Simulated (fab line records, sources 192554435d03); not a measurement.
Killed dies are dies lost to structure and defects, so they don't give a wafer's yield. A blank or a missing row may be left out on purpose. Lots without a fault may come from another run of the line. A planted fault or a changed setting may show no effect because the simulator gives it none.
A struck lot beside a sound one | flow n5_finfet | 14 steps out of a route of 1938
Sound: wafers L852.1, L852.3, L852.4. Struck: wafer L845.6. (L845.4 of the same lot was not struck and is left out.) The cause comes at the end.
At each step with rows: each side's tool, then ch and its chambers, then its first start. Under that, the readings that differ: sound wafers | struck wafers | difference of the means | sigmas: that difference in standard deviations of wafers without a fault.
alike: readings whose means differ by less than 2 such deviations, and words and numbers that are the same on both sides. not compared: withheld readings, readings that some wafer has no value for, bounds like >300 that may hide the same value, and numbers for which the record gives no deviation and whose values overlap.
The two part at a step that has a row with sigmas, a row that says differs or no value, or rows on one side only. Numbers that don't overlap but have no deviation are shown without sigmas and don't part them. A reading that every wafer of one side lacks parts them only if that side has two wafers or more.

first, 2 steps without rows for these wafers: N5_BEOL_M15_DEVELOP_27 (develop time 45 s); N5_BEOL_M15_HARDBAKE_32 (time 120 s).
N5_BEOL_M15_CD_MEAS_28: target cd 407.6 nm.
  sound on cd_sem-02 ch 0, day 16 06:49; struck on cd_sem-01 ch 0, day 14 15:22
  reading    | sound             | struck | difference | sigmas
  cd_nm (nm) | 407.6 404.4 405.9 | 410.1  | +4.1       | +3
N5_BEOL_M15_OVL_MEAS_29:
  sound on overlay-01 ch 0, day 16 06:50; struck on overlay-02 ch 0, day 14 15:24
  alike: M15_OVL
N5_BEOL_M15_INSPECT_30: inspects for defects (macro).
  sound on defect_inspect-02, day 16 06:52; struck on defect_inspect-02, day 14 15:25
  alike: raw_defect_count
then, 1 step without rows for these wafers: N5_BEOL_M15_DESCUM_33 (chemistry O2, time 7.9 s).
N5_BEOL_M15_ETCH_61: etches BARC in N2/H2, target depth 89 nm, overetch 26.7 nm, time 67.9 s.
  sound on rie_diel-02 ch 0,1,3, day 16 07:08; struck on rie_diel-01 ch 0, day 14 15:38
  alike: drypump_motor_current_A, oes_product_au, rf_vpp_V, showerhead_plenum_p_Torr, throttle_valve_pct
  not compared: rf_hours_counter_h
N5_BEOL_M15_TRENCH_ETCH_34: etches SiO2 in C4F8/O2/Ar, target depth 872.93 nm, time 199 s.
  sound on rie_diel-02 ch 0,1,3, day 16 07:11; struck on rie_diel-01 ch 0, day 14 15:44
  alike: drypump_motor_current_A, oes_product_au, rf_vpp_V, showerhead_plenum_p_Torr, throttle_valve_pct
  not compared: rf_hours_counter_h
N5_BEOL_M15_STRIP_36: strips in O2.
  sound on rie_diel-02 ch 0,1, day 16 08:57; struck on rie_diel-03 ch 1, day 14 17:34
  alike: drypump_motor_current_A, oes_product_au, rf_vpp_V, showerhead_plenum_p_Torr, throttle_valve_pct
  not compared: rf_hours_counter_h
N5_BEOL_M15_STRIP_62: strips in O2.
  sound on rie_diel-02 ch 0,1; struck on rie_diel-03 ch 1
  alike: drypump_motor_current_A, oes_product_au, rf_vpp_V, showerhead_plenum_p_Torr, throttle_valve_pct
  not compared: rf_hours_counter_h
N5_BEOL_M15_STRIP_37: strips in O2.
  sound on rie_diel-02 ch 0,1; struck on rie_diel-03 ch 1
  alike: drypump_motor_current_A, oes_product_au, rf_vpp_V, showerhead_plenum_p_Torr, throttle_valve_pct
  not compared: rf_hours_counter_h
N5_BEOL_M15_ETCH_38: etches SiCN in CF4/N2, target depth 106.4 nm, time 120.5 s.
  sound on rie_diel-02 ch 0,1, day 16 09:04; struck on rie_diel-03 ch 1, day 14 17:41
  reading                  | sound             | struck | difference | sigmas
  oes_product_au (a.u.)    | 0.79 0.67 0.67    | 1.07   | +0.36      | +4
  model.etch.depth_nm (nm) | 95.16 91.99 92.12 | 134.4  | +41.3      |
  alike: drypump_motor_current_A, rf_vpp_V, showerhead_plenum_p_Torr, throttle_valve_pct
  not compared: rf_hours_counter_h
then, 1 step without rows for these wafers: N5_BEOL_M15_PRECLEAN_39 (cleans in residue remover, time 60 s).
N5_PASSIVATION_PROBE_49:
  sound on prober-01, day 17 00:24; struck on prober-02, day 15 13:25
  alike: defect_limited_yield, killed_at_M0_to_M3, killed_at_M4_up, killed_at_contacts, killed_at_front_end, killed_at_other, killed_dies, killed_open, killed_short, sort_bin_5_function, sort_bin_6_memory, sort_bin_8_speed, sort_n_pass, sort_yield_pct

WHERE THEY PART
First at N5_BEOL_M15_CD_MEAS_28; last, within this record, at N5_BEOL_M15_ETCH_38. Later steps at which nothing parts them and some readings are alike: N5_PASSIVATION_PROBE_49.

WHY: what the simulator had put in
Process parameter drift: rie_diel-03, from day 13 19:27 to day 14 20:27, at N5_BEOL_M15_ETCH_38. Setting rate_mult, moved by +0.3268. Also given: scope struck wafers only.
